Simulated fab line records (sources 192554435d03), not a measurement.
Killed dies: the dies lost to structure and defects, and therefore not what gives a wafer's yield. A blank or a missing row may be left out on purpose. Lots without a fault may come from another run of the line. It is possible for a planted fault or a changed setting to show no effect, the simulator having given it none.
fab line records / flow n5-finfet
[record] lots = 6 wafers = 18 last-day = 18
route steps=1938 shown WELL_APT@36 PASSIVATION@1936
lots untouched by any fault: they come from a run of this same line in which no faults occurred
start-h: the number of hours between the record's first day and the start of the first shown wafer of the lot / wait-h: hours from the lot's prior step to this one / " as in the row above / L1.1+2: a row that stands for several wafers / - no value present, or no start provided / * or withheld: withheld / < > ~ a bound
route shown NAME@n: NAME is a module with steps in the file, n the number in the route of the first one / usual: the fault-free wafers' mean and standard deviation / same: alike in all rows / chamber/n: place in a boat / sites: readings site by site / _std_site: standard deviation across them / _edge_site: inner sites' mean taken away from outer sites' mean / radius-mm: for every site, how far away it sits from the centre of the wafer / mask NAME#n: copy n / behind: the tool/chamber that last shaped the wafer / hold: why the lot was held/for how many hours/how that ended / device: whichever transistor did not switch (one of n, p or np) / end of line: tests of these same wafers at the route's end / a step given without rows: its recipe and nothing more / killed: dies that structure and defects cost at the first sort, which is not the same as the wafer's yield / map: a wafer's dies, marking killed ones x, the rest . and places with no die _
set.NAME: the setting the step ran with; set.NAME@STEP: the setting that earlier step ran with / model.NAME: the simulator's own value behind a step, which no gauge read
lots seen at some steps along the route; tables by step, rows by wafer
services: when a tool's chamber went out of use (start-h, in hours from the record's first day, below 0 if earlier), for how many hours, and the reason
[[steps]]
[step N5_WELL_APT_COAT_19]
[recipe] spin-rpm = 1357 resist-thk-nm = 950
[step N5_WELL_APT_EBR_21]
[recipe] solvent = PGMEA ebr-width-mm = 1.5
[step N5_WELL_APT_SOFTBAKE_20]
[recipe] temp-c = 130 time-s = 60
[step N5_WELL_APT_EXPOSE_22]
[recipe] mask-id = PWELL na = 0.8 source-shape = conventional sigma-outer = 0.8 polarization = unpolarized defocus-nm = 0 target-cd-nm = 200 dose-mj = 23.2
[step N5_WELL_APT_PEB_23]
[recipe] peb-temp-c = 130 peb-time-s = 90
[step N5_WELL_APT_DEVELOP_24]
[recipe] develop-time-s = 45 rinse-liquid = surfactant-rinse dry = air-spin dev-temp-c = 21
[step N5_WELL_APT_HARDBAKE_29]
[recipe] temp-c = 130 time-s = 120
[step N5_WELL_APT_CD_MEAS_25]
[recipe] target-cd-nm = 200 landing-energy-ev = 500 detector = se-inlens
[usual] cd-nm = 200/3.1
lot.wafer=L542.1 tool=cd-sem-03 chamber=0 start-h=21.43 wait-h=- cd-nm=202
lot.wafer=L542.2 tool=cd-sem-03 chamber=0 start-h=21.43 wait-h=- cd-nm=203
lot.wafer=L542.5 tool=cd-sem-03 chamber=0 start-h=21.43 wait-h=- cd-nm=202
lot.wafer=L549.1 tool=cd-sem-02 chamber=0 start-h=63.25 wait-h=- cd-nm=203
lot.wafer=L549.3 tool=cd-sem-02 chamber=0 start-h=63.25 wait-h=- cd-nm=200
lot.wafer=L549.6 tool=cd-sem-02 chamber=0 start-h=63.25 wait-h=- cd-nm=201
lot.wafer=L551.1 tool=cd-sem-02 chamber=0 start-h=75.02 wait-h=- cd-nm=196
lot.wafer=L551.2 tool=cd-sem-02 chamber=0 start-h=75.02 wait-h=- cd-nm=196
lot.wafer=L551.3 tool=cd-sem-02 chamber=0 start-h=75.02 wait-h=- cd-nm=199
lot.wafer=L552.1 tool=cd-sem-01 chamber=0 start-h=81.05 wait-h=- cd-nm=202
lot.wafer=L552.2 tool=cd-sem-01 chamber=0 start-h=81.05 wait-h=- cd-nm=196
lot.wafer=L552.6 tool=cd-sem-01 chamber=0 start-h=81.05 wait-h=- cd-nm=195
lot.wafer=L560.3 tool=cd-sem-03 chamber=0 start-h=129.26 wait-h=- cd-nm=202
lot.wafer=L560.4 tool=cd-sem-03 chamber=0 start-h=129.26 wait-h=- cd-nm=200
lot.wafer=L560.6 tool=cd-sem-03 chamber=0 start-h=129.26 wait-h=- cd-nm=202
lot.wafer=L562.1 tool=cd-sem-02 chamber=0 start-h=140.94 wait-h=- cd-nm=200
lot.wafer=L562.2 tool=cd-sem-02 chamber=0 start-h=140.94 wait-h=- cd-nm=201
lot.wafer=L562.3 tool=cd-sem-02 chamber=0 start-h=140.94 wait-h=- cd-nm=201
[step N5_WELL_APT_OVL_MEAS_26]
[recipe] points-per-wafer = 44
[usual] PWELL_OVL = -3/5.4
lot.wafer=L542.1 tool=overlay-01 chamber=0 start-h=21.46 wait-h=0.0 PWELL_OVL[nm]=3
lot.wafer=L542.2 tool=overlay-01 chamber=0 start-h=21.46 wait-h=0.0 PWELL_OVL[nm]=-4
lot.wafer=L542.5 tool=overlay-01 chamber=0 start-h=21.46 wait-h=0.0 PWELL_OVL[nm]=-2
lot.wafer=L549.1 tool=overlay-02 chamber=0 start-h=63.28 wait-h=0.0 PWELL_OVL[nm]=-1
lot.wafer=L549.3 tool=overlay-02 chamber=0 start-h=63.28 wait-h=0.0 PWELL_OVL[nm]=-4
lot.wafer=L549.6 tool=overlay-02 chamber=0 start-h=63.28 wait-h=0.0 PWELL_OVL[nm]=-2
lot.wafer=L551.1 tool=overlay-02 chamber=0 start-h=75.05 wait-h=0.0 PWELL_OVL[nm]=-1
lot.wafer=L551.2 tool=overlay-02 chamber=0 start-h=75.05 wait-h=0.0 PWELL_OVL[nm]=4
lot.wafer=L551.3 tool=overlay-02 chamber=0 start-h=75.05 wait-h=0.0 PWELL_OVL[nm]=-3
lot.wafer=L552.1 tool=overlay-01 chamber=0 start-h=81.08 wait-h=0.0 PWELL_OVL[nm]=6
lot.wafer=L552.2 tool=overlay-01 chamber=0 start-h=81.08 wait-h=0.0 PWELL_OVL[nm]=5
lot.wafer=L552.6 tool=overlay-01 chamber=0 start-h=81.08 wait-h=0.0 PWELL_OVL[nm]=8
lot.wafer=L560.3 tool=overlay-02 chamber=0 start-h=129.28 wait-h=0.0 PWELL_OVL[nm]=-3
lot.wafer=L560.4 tool=overlay-02 chamber=0 start-h=129.28 wait-h=0.0 PWELL_OVL[nm]=-1
lot.wafer=L560.6 tool=overlay-02 chamber=0 start-h=129.28 wait-h=0.0 PWELL_OVL[nm]=-5
lot.wafer=L562.1 tool=overlay-01 chamber=0 start-h=140.97 wait-h=0.0 PWELL_OVL[nm]=-7
lot.wafer=L562.2 tool=overlay-01 chamber=0 start-h=140.97 wait-h=0.0 PWELL_OVL[nm]=5
lot.wafer=L562.3 tool=overlay-01 chamber=0 start-h=140.97 wait-h=0.0 PWELL_OVL[nm]=-10
[step N5_WELL_APT_INSPECT_27]
[recipe] mode = adi inspect-instrument = macro
[usual] raw-defect-count = 2.1/1.6
lot.wafer=L542.1 tool=defect-inspect-02 chamber=- start-h=21.48 wait-h=0.0 raw-defect-count=1
lot.wafer=L542.2 tool=defect-inspect-02 chamber=- start-h=21.48 wait-h=0.0 raw-defect-count=3
lot.wafer=L542.5 tool=defect-inspect-02 chamber=- start-h=21.48 wait-h=0.0 raw-defect-count=4
lot.wafer=L549.1 tool=defect-inspect-02 chamber=- start-h=63.31 wait-h=0.0 raw-defect-count=1
lot.wafer=L549.3 tool=defect-inspect-02 chamber=- start-h=63.31 wait-h=0.0 raw-defect-count=1
lot.wafer=L549.6 tool=defect-inspect-02 chamber=- start-h=63.31 wait-h=0.0 raw-defect-count=3
lot.wafer=L551.1 tool=defect-inspect-01 chamber=- start-h=75.08 wait-h=0.0 raw-defect-count=2
lot.wafer=L551.2 tool=defect-inspect-01 chamber=- start-h=75.08 wait-h=0.0 raw-defect-count=4
lot.wafer=L551.3 tool=defect-inspect-01 chamber=- start-h=75.08 wait-h=0.0 raw-defect-count=1
lot.wafer=L552.1 tool=defect-inspect-01 chamber=- start-h=81.10 wait-h=0.0 raw-defect-count=3
lot.wafer=L552.2 tool=defect-inspect-01 chamber=- start-h=81.10 wait-h=0.0 raw-defect-count=4
lot.wafer=L552.6 tool=defect-inspect-01 chamber=- start-h=81.10 wait-h=0.0 raw-defect-count=1
lot.wafer=L560.3 tool=defect-inspect-01 chamber=- start-h=129.31 wait-h=0.0 raw-defect-count=1
lot.wafer=L560.4 tool=defect-inspect-01 chamber=- start-h=129.31 wait-h=0.0 raw-defect-count=0
lot.wafer=L560.6 tool=defect-inspect-01 chamber=- start-h=129.31 wait-h=0.0 raw-defect-count=3
lot.wafer=L562.1 tool=defect-inspect-02 chamber=- start-h=140.99 wait-h=0.0 raw-defect-count=1
lot.wafer=L562.2 tool=defect-inspect-02 chamber=- start-h=140.99 wait-h=0.0 raw-defect-count=4
lot.wafer=L562.3 tool=defect-inspect-02 chamber=- start-h=140.99 wait-h=0.0 raw-defect-count=2
[step N5_WELL_APT_DESCUM_30]
[recipe] chemistry = O2 time-s = 7.9 source-power-w = 50 bias-power-w = 20 pressure-mtorr = 20 rf-frequency-hz = 2.712e+07 temp-c = 40 o2-flow-sccm = 225
[usual] drypump-motor-current-A = 5.6/0.41 oes-product-au = 0.79/0.056 rf-vpp-V = 243.1/1.4 showerhead-plenum-p-Torr = 2.09/0.065 throttle-valve-pct = 20.43/0.21
lot.wafer=L542.1 tool=rie-diel-04 chamber=1 start-h=21.53 wait-h=0.0 drypump-motor-current-A=5.8 oes-product-au=0.87 rf-hours-counter-h=69 rf-vpp-V=243.6 showerhead-plenum-p-Torr=2.15 throttle-valve-pct=20.46
lot.wafer=L542.2 tool=rie-diel-04 chamber=2 start-h=21.53 wait-h=0.0 drypump-motor-current-A=4.7 oes-product-au=0.73 rf-hours-counter-h=214 rf-vpp-V=243.1 showerhead-plenum-p-Torr=2.15 throttle-valve-pct=20.69
lot.wafer=L542.5 tool=rie-diel-04 chamber=3 start-h=21.53 wait-h=0.0 drypump-motor-current-A=5.6 oes-product-au=0.76 rf-hours-counter-h=- rf-vpp-V=244.5 showerhead-plenum-p-Torr=2.19 throttle-valve-pct=20.31
lot.wafer=L549.1 tool=rie-diel-04 chamber=1 start-h=63.89 wait-h=0.6 drypump-motor-current-A=5.8 oes-product-au=0.82 rf-hours-counter-h=89 rf-vpp-V=244.2 showerhead-plenum-p-Torr=2.15 throttle-valve-pct=20.50
lot.wafer=L549.3 tool=rie-diel-04 chamber=0 start-h=63.89 wait-h=0.6 drypump-motor-current-A=5.5 oes-product-au=0.73 rf-hours-counter-h=198 rf-vpp-V=240.7 showerhead-plenum-p-Torr=2.01 throttle-valve-pct=20.44
lot.wafer=L549.6 tool=rie-diel-04 chamber=2 start-h=63.89 wait-h=0.6 drypump-motor-current-A=4.7 oes-product-au=0.71 rf-hours-counter-h=- rf-vpp-V=245.4 showerhead-plenum-p-Torr=2.14 throttle-valve-pct=20.73
lot.wafer=L551.1 tool=rie-diel-01 chamber=2 start-h=75.11 wait-h=0.0 drypump-motor-current-A=5.6 oes-product-au=0.86 rf-hours-counter-h=53 rf-vpp-V=244.3 showerhead-plenum-p-Torr=2.13 throttle-valve-pct=20.23
lot.wafer=L551.2 tool=rie-diel-01 chamber=0 start-h=75.11 wait-h=0.0 drypump-motor-current-A=6.2 oes-product-au=0.80 rf-hours-counter-h=89 rf-vpp-V=241.9 showerhead-plenum-p-Torr=2.04 throttle-valve-pct=20.61
lot.wafer=L551.3 tool=rie-diel-01 chamber=3 start-h=75.11 wait-h=0.0 drypump-motor-current-A=5.4 oes-product-au=0.77 rf-hours-counter-h=105 rf-vpp-V=242.1 showerhead-plenum-p-Torr=2.03 throttle-valve-pct=20.60
lot.wafer=L552.1 tool=rie-diel-02 chamber=0 start-h=81.13 wait-h=0.0 drypump-motor-current-A=6.1 oes-product-au=0.83 rf-hours-counter-h=89 rf-vpp-V=241.2 showerhead-plenum-p-Torr=2.00 throttle-valve-pct=20.25
lot.wafer=L552.2 tool=rie-diel-02 chamber=1 start-h=81.13 wait-h=0.0 drypump-motor-current-A=5.2 oes-product-au=0.78 rf-hours-counter-h=93 rf-vpp-V=245.2 showerhead-plenum-p-Torr=2.10 throttle-valve-pct=20.26
lot.wafer=L552.6 tool=rie-diel-02 chamber=2 start-h=81.13 wait-h=0.0 drypump-motor-current-A=5.8 oes-product-au=0.82 rf-hours-counter-h=- rf-vpp-V=244.0 showerhead-plenum-p-Torr=2.18 throttle-valve-pct=20.11
lot.wafer=L560.3 tool=rie-diel-01 chamber=1 start-h=129.34 wait-h=0.0 drypump-motor-current-A=5.8 oes-product-au=0.82 rf-hours-counter-h=79 rf-vpp-V=242.3 showerhead-plenum-p-Torr=2.03 throttle-valve-pct=20.15
lot.wafer=L560.4 tool=rie-diel-01 chamber=3 start-h=129.34 wait-h=0.0 drypump-motor-current-A=5.4 oes-product-au=0.76 rf-hours-counter-h=113 rf-vpp-V=243.8 showerhead-plenum-p-Torr=2.03 throttle-valve-pct=20.62
lot.wafer=L560.6 tool=rie-diel-01 chamber=1 start-h=129.34 wait-h=0.0 drypump-motor-current-A=5.8 oes-product-au=0.82 rf-hours-counter-h=- rf-vpp-V=242.3 showerhead-plenum-p-Torr=2.03 throttle-valve-pct=20.15
lot.wafer=L562.1 tool=rie-diel-04 chamber=0 start-h=141.12 wait-h=0.1 drypump-motor-current-A=5.5 oes-product-au=0.70 rf-hours-counter-h=229 rf-vpp-V=241.6 showerhead-plenum-p-Torr=1.99 throttle-valve-pct=20.48
lot.wafer=L562.2 tool=rie-diel-04 chamber=3 start-h=141.12 wait-h=0.1 drypump-motor-current-A=5.6 oes-product-au=0.72 rf-hours-counter-h=184 rf-vpp-V=245.0 showerhead-plenum-p-Torr=2.17 throttle-valve-pct=20.37
lot.wafer=L562.3 tool=rie-diel-04 chamber=1 start-h=141.12 wait-h=0.1 drypump-motor-current-A=5.8 oes-product-au=0.80 rf-hours-counter-h=122 rf-vpp-V=245.3 showerhead-plenum-p-Torr=2.13 throttle-valve-pct=20.55
[step N5_WELL_APT_IMPLANT_31]
[recipe] species = B energy-kev = 60 dose-cm2 = 1.5e+13 tilt-deg = 0 rotation-deg = 0
[step N5_WELL_APT_IMPLANT_32]
[recipe] species = BF2 energy-kev = 50 dose-cm2 = 2e+13 tilt-deg = 0 rotation-deg = 0
[usual] beam-energy-keV = 50.003/0.015 beam-on-s = 10.01/0.2
lot.wafer=L542.1 tool=implanter-01 chamber=0 start-h=21.80 wait-h=0.1 beam-energy-keV=49.999 beam-on-s=9.94
lot.wafer=L542.2 tool=implanter-01 chamber=0 start-h=21.80 wait-h=0.1 beam-energy-keV=50.030 beam-on-s=10.08
lot.wafer=L542.5 tool=implanter-01 chamber=0 start-h=21.80 wait-h=0.1 beam-energy-keV=50.002 beam-on-s=9.77
lot.wafer=L549.1 tool=implanter-02 chamber=0 start-h=64.17 wait-h=0.1 beam-energy-keV=49.989 beam-on-s=9.95
lot.wafer=L549.3 tool=implanter-02 chamber=0 start-h=64.17 wait-h=0.1 beam-energy-keV=49.969 beam-on-s=9.82
lot.wafer=L549.6 tool=implanter-02 chamber=0 start-h=64.17 wait-h=0.1 beam-energy-keV=49.984 beam-on-s=9.99
lot.wafer=L551.1 tool=implanter-01 chamber=- start-h=75.39 wait-h=0.1 beam-energy-keV=- beam-on-s=-
lot.wafer=L551.2 tool=implanter-01 chamber=- start-h=75.39 wait-h=0.1 beam-energy-keV=- beam-on-s=-
lot.wafer=L551.3 tool=implanter-01 chamber=- start-h=75.39 wait-h=0.1 beam-energy-keV=- beam-on-s=-
lot.wafer=L552.1 tool=implanter-01 chamber=- start-h=81.41 wait-h=0.1 beam-energy-keV=- beam-on-s=-
lot.wafer=L552.2 tool=implanter-01 chamber=- start-h=81.41 wait-h=0.1 beam-energy-keV=- beam-on-s=-
lot.wafer=L552.6 tool=implanter-01 chamber=- start-h=81.41 wait-h=0.1 beam-energy-keV=- beam-on-s=-
lot.wafer=L560.3 tool=implanter-02 chamber=0 start-h=129.68 wait-h=0.1 beam-energy-keV=49.980 beam-on-s=9.71
lot.wafer=L560.4 tool=implanter-02 chamber=0 start-h=129.68 wait-h=0.1 beam-energy-keV=50.007 beam-on-s=10.18
lot.wafer=L560.6 tool=implanter-02 chamber=0 start-h=129.68 wait-h=0.1 beam-energy-keV=49.986 beam-on-s=9.77
lot.wafer=L562.1 tool=implanter-02 chamber=0 start-h=141.40 wait-h=0.1 beam-energy-keV=49.983 beam-on-s=9.95
lot.wafer=L562.2 tool=implanter-02 chamber=0 start-h=141.40 wait-h=0.1 beam-energy-keV=49.988 beam-on-s=9.86
lot.wafer=L562.3 tool=implanter-02 chamber=0 start-h=141.40 wait-h=0.1 beam-energy-keV=50.021 beam-on-s=9.98
[step N5_WELL_APT_STRIP_33]
[recipe] chemistry = SPM time-s = 900 temp-c = 130 h2so4-h2o2-vol-ratio = 4 dry = ipa-marangoni
[step N5_PASSIVATION_PROBE_49]
[usual] killed_at_M0_to_M3 = 34/11 killed_at_M4_up = 14/5.6 killed-at-contacts = 13/5.9 killed-at-front-end = 40/11 killed-at-other = 4/3.1 killed-dies = 105/16 killed-open = 68/11 killed-short = 34/8.4
[same] gross-dies = 1180 killed-at-back-side = 0
lot.wafer=L542.1 tool=prober-01 chamber=- start-h=297.34 wait-h=0.0 killed_at_M0_to_M3=22 killed_at_M4_up=10 killed-at-contacts=16 killed-at-front-end=22 killed-at-other=2 killed-dies=72 killed-open=42 killed-short=27
lot.wafer=L542.2 tool=prober-01 chamber=- start-h=297.39 wait-h=0.1 killed_at_M0_to_M3=25 killed_at_M4_up=15 killed-at-contacts=22 killed-at-front-end=29 killed-at-other=2 killed-dies=93 killed-open=78 killed-short=15
lot.wafer=L542.5 tool=prober-01 chamber=- start-h=297.54 wait-h=0.2 killed_at_M0_to_M3=20 killed_at_M4_up=13 killed-at-contacts=12 killed-at-front-end=34 killed-at-other=2 killed-dies=81 killed-open=63 killed-short=17
lot.wafer=L549.1 tool=prober-02 chamber=- start-h=344.63 wait-h=0.5 killed_at_M0_to_M3=36 killed_at_M4_up=22 killed-at-contacts=11 killed-at-front-end=18 killed-at-other=2 killed-dies=89 killed-open=70 killed-short=18
lot.wafer=L549.3 tool=prober-02 chamber=- start-h=344.73 wait-h=0.6 killed_at_M0_to_M3=53 killed_at_M4_up=21 killed-at-contacts=9 killed-at-front-end=32 killed-at-other=3 killed-dies=118 killed-open=56 killed-short=61
lot.wafer=L549.6 tool=prober-02 chamber=- start-h=344.88 wait-h=0.8 killed_at_M0_to_M3=43 killed_at_M4_up=19 killed-at-contacts=16 killed-at-front-end=27 killed-at-other=4 killed-dies=109 killed-open=77 killed-short=27
lot.wafer=L551.1 tool=prober-01 chamber=- start-h=353.65 wait-h=0.0 killed_at_M0_to_M3=31 killed_at_M4_up=5 killed-at-contacts=10 killed-at-front-end=49 killed-at-other=5 killed-dies=100 killed-open=60 killed-short=32
lot.wafer=L551.2 tool=prober-01 chamber=- start-h=353.70 wait-h=0.1 killed_at_M0_to_M3=29 killed_at_M4_up=4 killed-at-contacts=9 killed-at-front-end=28 killed-at-other=3 killed-dies=73 killed-open=52 killed-short=21
lot.wafer=L551.3 tool=prober-01 chamber=- start-h=353.75 wait-h=0.1 killed_at_M0_to_M3=27 killed_at_M4_up=9 killed-at-contacts=21 killed-at-front-end=38 killed-at-other=1 killed-dies=96 killed-open=65 killed-short=31
lot.wafer=L552.1 tool=prober-02 chamber=- start-h=353.82 wait-h=0.0 killed_at_M0_to_M3=47 killed_at_M4_up=7 killed-at-contacts=8 killed-at-front-end=29 killed-at-other=5 killed-dies=96 killed-open=68 killed-short=28
lot.wafer=L552.2 tool=prober-02 chamber=- start-h=353.87 wait-h=0.1 killed_at_M0_to_M3=38 killed_at_M4_up=22 killed-at-contacts=8 killed-at-front-end=36 killed-at-other=4 killed-dies=108 killed-open=76 killed-short=30
lot.wafer=L552.6 tool=prober-02 chamber=- start-h=354.07 wait-h=0.3 killed_at_M0_to_M3=98 killed_at_M4_up=8 killed-at-contacts=8 killed-at-front-end=35 killed-at-other=6 killed-dies=155 killed-open=89 killed-short=65
lot.wafer=L560.3 tool=prober-02 chamber=- start-h=412.88 wait-h=0.1 killed_at_M0_to_M3=51 killed_at_M4_up=9 killed-at-contacts=22 killed-at-front-end=29 killed-at-other=0 killed-dies=111 killed-open=82 killed-short=29
lot.wafer=L560.4 tool=prober-02 chamber=- start-h=412.93 wait-h=0.2 killed_at_M0_to_M3=35 killed_at_M4_up=10 killed-at-contacts=10 killed-at-front-end=26 killed-at-other=1 killed-dies=82 killed-open=49 killed-short=33
lot.wafer=L560.6 tool=prober-02 chamber=- start-h=413.03 wait-h=0.3 killed_at_M0_to_M3=64 killed_at_M4_up=14 killed-at-contacts=18 killed-at-front-end=50 killed-at-other=2 killed-dies=148 killed-open=83 killed-short=63
lot.wafer=L562.1 tool=prober-02 chamber=- start-h=429.93 wait-h=1.4 killed_at_M0_to_M3=29 killed_at_M4_up=15 killed-at-contacts=19 killed-at-front-end=53 killed-at-other=3 killed-dies=119 killed-open=79 killed-short=32
lot.wafer=L562.2 tool=prober-02 chamber=- start-h=429.98 wait-h=1.5 killed_at_M0_to_M3=28 killed_at_M4_up=18 killed-at-contacts=15 killed-at-front-end=26 killed-at-other=1 killed-dies=88 killed-open=63 killed-short=23
lot.wafer=L562.3 tool=prober-02 chamber=- start-h=430.03 wait-h=1.5 killed_at_M0_to_M3=29 killed_at_M4_up=26 killed-at-contacts=9 killed-at-front-end=21 killed-at-other=6 killed-dies=91 killed-open=60 killed-short=29
// killed by level:class
L542.1 MOL_CONTACT_COAG:geometric-particle:open=13 BEOL_M0_SAQP:geometric-particle:open=5 BEOL_M0_SAQP:geometric-particle:short=4 FIN_SAQP:geometric-particle:short=3 FIN_SAQP:geometric-particle:open=3 MOL_CONTACT_COAG:geometric-particle:short=3 BEOL_M2:geometric-particle:short=3 BEOL_M3:geometric-particle:open=3
L542.2 MOL_CONTACT_COAG:geometric-particle:open=20 BEOL_M3:geometric-particle:open=10 BEOL_M4:geometric-particle:open=8 FIN_SAQP:geometric-particle:open=6 STI_FIN_REVEAL:geometric-particle:open=4 ILD0:geometric-particle:open=4 FIN_SAQP:geometric-particle:short=3 DUMMY_GATE:geometric-particle:open=3
L542.5 MOL_CONTACT_COAG:geometric-particle:open=11 STI_FIN_REVEAL:geometric-particle:open=9 FIN_SAQP:geometric-particle:open=8 BEOL_M3:geometric-particle:open=7 FIN_SAQP:geometric-particle:short=6 BEOL_M4:geometric-particle:open=6 BEOL_M0_SAQP:geometric-particle:open=4 BEOL_M2:geometric-particle:open=3
L549.1 BEOL_M4:geometric-particle:open=14 BEOL_M0_SAQP:geometric-particle:open=11 MOL_CONTACT_COAG:geometric-particle:open=10 BEOL_M2:geometric-particle:open=6 BEOL_M0:geometric-particle:open=5 BEOL_M1:geometric-particle:open=5 FIN_SAQP:geometric-particle:open=4 BEOL_M0_SAQP:geometric-particle:short=4
L549.3 BEOL_M0_SAQP:geometric-particle:short=23 BEOL_M0_SAQP:geometric-particle:open=12 BEOL_M2:geometric-particle:short=8 STI_FIN_REVEAL:geometric-particle:open=8 BEOL_M4:geometric-particle:open=7 MOL_CONTACT_COAG:geometric-particle:open=6 FIN_SAQP:geometric-particle:short=5 BEOL_M1:geometric-particle:open=4
L549.6 MOL_CONTACT_COAG:geometric-particle:open=14 BEOL_M0_SAQP:geometric-particle:open=11 BEOL_M0_SAQP:geometric-particle:short=10 BEOL_M2:geometric-particle:open=8 STARTING-WAFER:geometric-particle:open=6 BEOL_M1:geometric-particle:open=6 STI_FIN_REVEAL:geometric-particle:open=5 BEOL_M3:geometric-particle:open=5
L551.1 FIN_SAQP:geometric-particle:open=14 MOL_CONTACT_COAG:geometric-particle:open=9 BEOL_M2:geometric-particle:open=9 HKMG_FIN:area-etch=7 FIN_SAQP:geometric-particle:short=6 GATE_CUT:geometric-particle:short=6 STI_FIN_REVEAL:geometric-particle:open=5 BEOL_M0_SAQP:geometric-particle:short=4
L551.2 FIN_SAQP:geometric-particle:open=11 MOL_CONTACT_COAG:geometric-particle:open=8 BEOL_M3:geometric-particle:open=7 FIN_SAQP:geometric-particle:short=5 BEOL_M0_SAQP:geometric-particle:open=4 BEOL_M0:geometric-particle:short=4 BEOL_M1:geometric-particle:open=4 STI_FIN_REVEAL:geometric-particle:open=3
L551.3 MOL_CONTACT_COAG:geometric-particle:open=17 STI_FIN_REVEAL:geometric-particle:open=12 BEOL_M0_SAQP:geometric-particle:open=10 FIN_SAQP:geometric-particle:open=8 BEOL_M0_SAQP:geometric-particle:short=7 FIN_SAQP:geometric-particle:short=4 MOL_CONTACT_COAG:geometric-particle:short=4 STARTING-WAFER:geometric-particle:short=4
L552.1 BEOL_M1:geometric-particle:open=12 BEOL_M2:geometric-particle:open=11 BEOL_M0_SAQP:geometric-particle:open=11 FIN_SAQP:geometric-particle:short=7 DUMMY_GATE:geometric-particle:open=7 BEOL_M0_SAQP:geometric-particle:short=6 MOL_CONTACT_COAG:geometric-particle:open=4 MOL_CONTACT_COAG:geometric-particle:short=4
L552.2 BEOL_M4:geometric-particle:open=12 BEOL_M1:geometric-particle:open=9 BEOL_M0_SAQP:geometric-particle:open=8 BEOL_M2:geometric-particle:open=8 FIN_SAQP:geometric-particle:open=7 DUMMY_GATE:geometric-particle:open=7 GATE_CUT:geometric-particle:short=6 MOL_CONTACT_COAG:geometric-particle:open=5
L552.6 BEOL_M0_SAQP:geometric-particle:short=39 BEOL_M0_SAQP:geometric-particle:open=25 BEOL_M2:geometric-particle:open=15 FIN_SAQP:geometric-particle:short=8 BEOL_M3:geometric-particle:open=8 STI_FIN_REVEAL:geometric-particle:open=7 MOL_CONTACT_COAG:geometric-particle:open=7 BEOL_M1:geometric-particle:open=6
L560.3 BEOL_M3:geometric-particle:open=17 MOL_CONTACT_COAG:geometric-particle:open=16 BEOL_M0_SAQP:geometric-particle:open=11 BEOL_M0_SAQP:geometric-particle:short=8 FIN_SAQP:geometric-particle:open=7 MOL_CONTACT_COAG:geometric-particle:short=6 BEOL_M1:geometric-particle:open=6 BEOL_M4:geometric-particle:open=6
L560.4 BEOL_M0_SAQP:geometric-particle:open=10 MOL_CONTACT_COAG:geometric-particle:open=8 BEOL_M2:geometric-particle:open=7 FIN_SAQP:geometric-particle:short=5 BEOL_M2:geometric-particle:short=5 BEOL_M3:geometric-particle:open=5 STARTING-WAFER:geometric-particle:short=4 FIN_SAQP:geometric-particle:open=3
L560.6 BEOL_M0_SAQP:geometric-particle:short=24 BEOL_M0_SAQP:geometric-particle:open=16 MOL_CONTACT_COAG:geometric-particle:open=15 GATE_CUT:geometric-particle:short=9 BEOL_M3:geometric-particle:open=8 FIN_SAQP:geometric-particle:short=7 DUMMY_GATE:geometric-particle:open=6 ILD0:geometric-particle:open=6
L562.1 MOL_CONTACT_COAG:geometric-particle:open=16 FIN_SAQP:geometric-particle:open=15 STI_FIN_REVEAL:geometric-particle:open=11 BEOL_M4:geometric-particle:open=8 BEOL_M0_SAQP:geometric-particle:short=7 HKMG_FIN:area-etch=7 BEOL_M0_SAQP:geometric-particle:open=6 FIN_SAQP:geometric-particle:short=5
L562.2 MOL_CONTACT_COAG:geometric-particle:open=11 BEOL_M0_SAQP:geometric-particle:short=11 BEOL_M4:geometric-particle:open=8 FIN_SAQP:geometric-particle:open=5 STARTING-WAFER:geometric-particle:open=5 STI_FIN_REVEAL:geometric-particle:open=4 MOL_CONTACT_COAG:geometric-particle:short=4 BEOL_M1:geometric-particle:open=4
L562.3 MOL_CONTACT_COAG:geometric-particle:open=9 BEOL_M0_SAQP:geometric-particle:open=8 BEOL_M4:geometric-particle:open=8 BEOL_M0_SAQP:geometric-particle:short=7 BEOL_M4:geometric-particle:short=5 ILD0:geometric-particle:short=4 BEOL_M5:geometric-particle:open=4 BEOL_M3:geometric-particle:open=4
[[services]]
tool=rie-diel-02 chamber=1 start-h=-0.03 hours=7.5 kind=repair
tool=implanter-02 chamber=- start-h=0.34 hours=4.4 kind=repair
tool=rie-diel-02 chamber=- start-h=5.87 hours=2.8 kind=pm
tool=rie-diel-01 chamber=2 start-h=9.68 hours=9.1 kind=repair
tool=rie-diel-02 chamber=1 start-h=23.70 hours=4.1 kind=repair
tool=rie-diel-02 chamber=3 start-h=27.84 hours=- kind=clean
tool=rie-diel-02 chamber=3 start-h=27.84 hours=- kind=consumable-replace:focus-ring
tool=rie-diel-02 chamber=3 start-h=27.84 hours=13.8 kind=scheduled-down
tool=rie-diel-02 chamber=3 start-h=27.84 hours=13.8 kind=vent-cycle
tool=rie-diel-01 chamber=- start-h=55.43 hours=14.6 kind=pm
tool=rie-diel-01 chamber=1 start-h=71.65 hours=13.0 kind=repair
tool=rie-diel-04 chamber=3 start-h=85.35 hours=15.4 kind=repair
tool=rie-diel-01 chamber=3 start-h=89.17 hours=31.4 kind=repair
tool=rie-diel-04 chamber=2 start-h=100.77 hours=- kind=clean
tool=rie-diel-04 chamber=2 start-h=100.77 hours=- kind=consumable-replace:focus-ring
tool=rie-diel-04 chamber=2 start-h=100.77 hours=24.5 kind=scheduled-down
tool=rie-diel-04 chamber=2 start-h=100.77 hours=24.5 kind=vent-cycle
tool=rie-diel-01 chamber=- start-h=116.22 hours=0.3 kind=repair
tool=rie-diel-04 chamber=- start-h=134.04 hours=2.8 kind=pm
[[key]]
[first-sign] step = N5_WELL_APT_IMPLANT_32 reading = tool-record direction = missing
effect none on later readings
met-at N5_WELL_APT_IMPLANT_32
struck-wafers L551.1,L551.2,L551.3,L552.1,L552.2,L552.6
tester-left-out L551,L552
onset-between 21.80 75.39
[fault] kind = skipped-step-whole tool = implanter-01 chamber = - onset-h = 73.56 steps = N5_WELL_APT_IMPLANT_32 scope = struck-lots-only
// tester-left-out: of these lots the tester's yield and bins aren't shown, on N5 and GAA mostly nor the transistor test; their killed dies are dies lost to structure and defects alone, not to doping, threshold or leakage, so they don't give the yield
